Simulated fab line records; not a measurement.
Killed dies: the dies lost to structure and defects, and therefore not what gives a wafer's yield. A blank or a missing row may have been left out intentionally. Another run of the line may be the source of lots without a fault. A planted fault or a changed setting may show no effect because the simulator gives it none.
Split-lot study	flow n5-finfet	on a route of 1938 steps: 4 lots, 21 wafers read

== ABOUT THE SPLIT ==
At N5_SDB_COAT_05 (resist thk 90 nm), the setting spin-rpm was moved away from the recipe's 1500 rpm on 9 of the 21 wafers read, by +8.8% to +11.0%. This setting was run at the recipe's value on the other wafers.

== FROM THE SPLIT TO THE READING: what the file shows between them, 3 steps ==
- N5_SDB_EBR_07
- N5_SDB_SOFTBAKE_06: time 60 s
- N5_SDB_DESCUM_16: chemistry O2, time 7.9 s

== THE READING ==
CAR-ArF_of_SDB_COAT_05.thk-nm (the simulator's own value, which no gauge read), in nm, at N5_SDB_ETCH_17 (etches SiARC in CF4, target depth 23.4 nm, time 39 s). There is no usual value for it anywhere in the file. The 12 wafers here that ran the recipe average 66.8 nm, standard deviation 0.3 nm.

wafer	tool, chamber at the split	spin-rpm as run, rpm	against the recipe	CAR-ArF_of_SDB_COAT_05.thk-nm, nm	against lot-mates on the recipe
L079.1	litho-track-01, 0	1500	recipe	67.2	-
L079.2	litho-track-01, 0	1500	recipe	67.4	-
L079.3	litho-track-01, 0	1665	+11.0%	62.6	-4.5
L079.4	litho-track-01, 0	1665	+11.0%	62.4	-4.7
L079.5	litho-track-01, 0	1500	recipe	66.6	-
L079.6	litho-track-01, 0	1665	+11.0%	62.2	-4.9
L081.4	litho-track-03, 0	1500	recipe	66.8	-
L081.5	litho-track-03, 0	1500	recipe	66.6	-
L081.6	litho-track-03, 0	1500	recipe	67	-
L087.1	litho-track-01, 0	1500	recipe	66.6	-
L087.3	litho-track-01, 0	1500	recipe	66.6	-
L087.2	litho-track-01, 0	1632	+8.8%	63.4	-3.4
L087.4	litho-track-01, 0	1500	recipe	67.2	-
L087.5	litho-track-01, 0	1632	+8.8%	63.2	-3.6
L087.6	litho-track-01, 0	1632	+8.8%	63.6	-3.2
L089.1	litho-track-01, 0	1500	recipe	67	-
L089.2	litho-track-01, 0	1642	+9.5%	62.6	-4.1
L089.3	litho-track-01, 0	1500	recipe	66.4	-
L089.4	litho-track-01, 0	1642	+9.5%	62.8	-3.9
L089.5	litho-track-01, 0	1500	recipe	66.6	-
L089.6	litho-track-01, 0	1642	+9.5%	62.4	-4.3

THE FIT
A straight line over all 21 wafers: CAR-ArF_of_SDB_COAT_05.thk-nm changes by -0.413 nm for each +1% of spin-rpm; r = -0.99; the points scatter about the line by 0.31 nm.
The same after taking each lot's own level away (the mean of its wafers on the recipe; 21 wafers): -0.417 nm for each +1%; r = -0.99; scatter 0.27 nm.
According to that fit, moving spin-rpm by its largest amount changes the reading by 4.6 nm.
From 66.67 to 67.07 nm: that is the span of the lots' own levels, equal to 1.3 times the standard deviation above.
The two slopes agree, so the slope changes little with the lot-to-lot level.
Check: for one of the wafers moved furthest among these (+11.0%), held out of the fit, the line's prediction against its lot-mates is -4.59 nm. It came out at -4.47 nm against them.

== THESE WAFERS: OTHER SPLITS ==
Before the reading, these wafers also passed through other splits. Each is held against what the fit with the lots' levels taken away leaves over:
other split on the same wafers	wafers away from the commonest value	r with CAR-ArF_of_SDB_COAT_05.thk-nm (lot level and that fit taken away)
N5_WELL_APT_COAT_02 spin-rpm	6	-0.48
N5_FIN_SAQP_COAT_49 spin-rpm	6	-0.09
N5_FIN_CUT_EXPOSE_05 dose-mj	9	+0.07
N5_SDB_COAT_03 spin-rpm	6	-0.15

== THE WHOLE CHAIN: every reading that the file lists as answering this split, in the file's order ==
step	what it does	reading	change (the file's fit)	r (the file's)
N5_SDB_COAT_05	resist thk 90 nm	CAR-ArF_of_SDB_COAT_05.thk-nm (the simulator's own value, which no gauge read)	-0.415 nm for each +1% of the setting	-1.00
N5_SDB_ETCH_17	etches SiARC in CF4, target depth 23.4 nm, time 39 s	CAR-ArF_of_SDB_COAT_05.thk-nm (the simulator's own value, which no gauge read)	-0.416 nm for each +1% of the setting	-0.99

== FILE'S OWN FIT ==
CAR-ArF_of_SDB_COAT_05.thk-nm changes by -0.416 nm for each +1% of spin-rpm, r = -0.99.
